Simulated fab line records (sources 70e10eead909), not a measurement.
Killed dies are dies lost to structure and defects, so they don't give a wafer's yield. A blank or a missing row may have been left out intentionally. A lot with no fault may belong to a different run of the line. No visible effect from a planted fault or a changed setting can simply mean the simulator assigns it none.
A lot that was struck, set against a sound lot / flow nand-harc / 28 out of 1302 route steps
Sound: wafers L205.3, L205.4, L205.6. Wafers struck: L207.1, L207.2, L207.6. The cause comes at the end.
Each step with rows lists, per side, the tool, then ch with its chambers, then its first start. Under that, the readings that differ: sound wafers / struck wafers / difference of the means / sigmas: that difference in standard deviations of wafers without a fault.
alike: words and numbers the same on both sides, and readings whose means are apart by under 2 such deviations; not compared: readings that were withheld, readings missing a value for some wafer, numbers with overlapping values and no deviation given by the record, and bounds like >300 which may hide the same value.
The two part at a step that has a row with sigmas, a row that says differs or no value, or rows on one side only. When numbers do not overlap yet have no deviation, they are printed without sigmas and do not part them. Lack of a reading on every wafer of one side parts them only where that side has two or more wafers.

NHARC_A_CHANNEL_HOLE_D1_OVL_MEAS_11:
  sound: overlay-01 at day 11 15:21; struck: overlay-01 at day 12 11:44
  alike: overlay-x-nm, overlay-y-nm
NHARC_A_CHANNEL_HOLE_D1_INSPECT_12:
  sound: defect-inspect-02 at day 11 15:23; struck: defect-inspect-01 at day 12 11:46
  alike: raw-defect-count
then, 2 steps without rows for these wafers: NHARC_A_CHANNEL_HOLE_D1_DESCUM_15 (chemistry O2, time 3 s); NHARC_A_CHANNEL_HOLE_D1_ETCH_38 (etches the open film in CF4, target depth 39 nm, time 65 s).
NHARC_A_CHANNEL_HOLE_D1_ETCH_39: etches the open film in N2/H2, target depth 260 nm, time 325 s.
  sound on rie-diel-09 ch 0,2,3; struck on rie-diel-09 ch 0,2
  alike: drypump-motor-current-A, oes-product-au, rf-vpp-V, showerhead-plenum-p-Torr, throttle-valve-pct
  not compared: rf-hours-counter-h
then, 2 steps without rows for these wafers: NHARC_A_CHANNEL_HOLE_D1_ETCH_34 (etches the open film in CF4/CHF3, target depth 154 nm, time 77 s); NHARC_A_CHANNEL_HOLE_D1_ETCH_16 (etches the open film in O2/COS, target depth 3100 nm, time 806 s).
NHARC_A_CHANNEL_HOLE_D1_CD_MEAS_18:
  sound: cd-sem-03 at day 11 16:46; struck: cd-sem-01 at day 12 13:15
  alike: cd-nm
NHARC_A_CHANNEL_HOLE_D1_ETCH_19: etches the open film in C4F8/O2/Ar, time 34.5 s.
  sound on har-etch-02 ch 0,1, day 11 16:52; struck on har-etch-01 ch 0,1, day 12 15:57
  alike: bias-v, drypump-motor-current-A, oes-air-line-au, showerhead-plenum-p-Torr, throttle-valve-pct
  not compared: rf-hours-counter-h
then, 2 steps without rows for these wafers: NHARC_A_CHANNEL_HOLE_D1_ETCH_20 (etches the open film in C4F8/O2/Ar, time 361.9 s, target depth 1600 nm); NHARC_A_CHANNEL_HOLE_D1_ETCH_21 (etches the open film in C4F8/O2/Ar, time 514.3 s, target depth 1600 nm).
NHARC_A_CHANNEL_HOLE_D1_ETCH_22: etches the open film in C4F8/O2/Ar, time 666.7 s, target depth 1600 nm.
  sound on har-etch-02 ch 0,1, day 11 17:54; struck on har-etch-01 ch 0,1, day 12 16:49
  alike: drypump-motor-current-A, oes-air-line-au, showerhead-plenum-p-Torr, throttle-valve-pct
  not compared: rf-hours-counter-h
NHARC_A_CHANNEL_HOLE_D1_ETCH_23: etches the open film in C4F8/O2/Ar, time 819 s, target depth 1600 nm.
  sound on har-etch-02 ch 0,1, day 11 18:31; struck on har-etch-01 ch 0,1, day 12 17:23
  alike: drypump-motor-current-A, oes-air-line-au, showerhead-plenum-p-Torr, throttle-valve-pct
  not compared: rf-hours-counter-h
NHARC_A_CHANNEL_HOLE_D1_ETCH_24: etches the open film in C4F8/O2/Ar, time 906.2 s, target depth 1500 nm.
  sound on har-etch-02 ch 0,1, day 11 19:14; struck on har-etch-01 ch 0,1, day 12 18:04
  alike: drypump-motor-current-A, oes-air-line-au, showerhead-plenum-p-Torr, throttle-valve-pct
  not compared: rf-hours-counter-h
then, 7 steps without rows for these wafers: NHARC_A_CHANNEL_HOLE_D1_ETCH_25 (etches the open film in C4F8/O2/Ar, time 1040.2 s, target depth 1500 nm); NHARC_A_CHANNEL_HOLE_D1_ETCH_26 (etches the open film in C4F8/O2/Ar, time 224.1 s, target depth 300 nm); NHARC_A_CHANNEL_HOLE_D1_ETCH_33 (etches the open film in C4F8/O2/Ar, time 90 s, target depth 400 nm); NHARC_A_CHANNEL_HOLE_D1_STRIP_41 (strips in N2/H2); NHARC_A_CHANNEL_HOLE_D1_STRIP_42 (strips in CF4/CHF3); NHARC_A_CHANNEL_HOLE_D1_STRIP_43 (strips in O2/COS); NHARC_A_CHANNEL_HOLE_D1_ETCH_44 (etches the open film in CF4/O2, target depth 140 nm, overetch 14 nm, time 77 s).
NHARC_A_CHANNEL_HOLE_D1_STRIP_27: strips in O2.
  sound on rie-diel-09 ch 0,1,3; struck on rie-diel-09 ch 0,2
  alike: drypump-motor-current-A, oes-product-au, rf-vpp-V, showerhead-plenum-p-Torr, throttle-valve-pct
  not compared: rf-hours-counter-h
then, 2 steps without rows for these wafers: NHARC_A_CHANNEL_HOLE_D1_PRECLEAN_28 (cleans in SC1); NHARC_A_CHANNEL_HOLE_D1_SRD_29.
NHARC_A_CHANNEL_HOLE_D1_CD_MEAS_30:
  sound: cd-sem-02 at day 11 22:23; struck: cd-sem-02 at day 12 22:08
  alike: cd-nm
NHARC_A_CHANNEL_HOLE_D1_XSEM_31:
  sound on xsem-01 ch 0, day 11 22:28; struck on xsem-02 ch 0, day 12 22:13
reading=bow-nm (nm); sound=8.56 8.52 8.57; struck=9.35 9.38 9.39; difference=+0.82; sigmas=+3
  alike: bot-cd-nm, tilt-deg
NHARC_A_CHANNEL_HOLE_D1_INSPECT_40:
  sound: defect-inspect-02 at day 11 22:34; struck: defect-inspect-01 at day 12 22:19
  alike: raw-defect-count
-- record jumps: 15 days between struck wafers' starts before vs after; left off in module A_CHANNEL_HOLE_D1, resumes in module END, first step shown is number 1302 of the route --
NHARC_END_SORT_01:
  sound on prober-01 ch 0, day 27 03:22; struck on prober-02 ch 0, day 28 08:50
reading=killed-at-array; sound=76 64 79; struck=28 40 36; difference=-38; sigmas=-2
reading=killed-dies; sound=90 78 90; struck=39 46 48; difference=-42; sigmas=-3
  alike: killed-at-other, killed-at-periphery, killed-open, killed-short

== WHERE THEY PART ==
First at NHARC_A_CHANNEL_HOLE_D1_XSEM_31; last, within this record, at NHARC_END_SORT_01.

WHY: whatever the simulator had introduced
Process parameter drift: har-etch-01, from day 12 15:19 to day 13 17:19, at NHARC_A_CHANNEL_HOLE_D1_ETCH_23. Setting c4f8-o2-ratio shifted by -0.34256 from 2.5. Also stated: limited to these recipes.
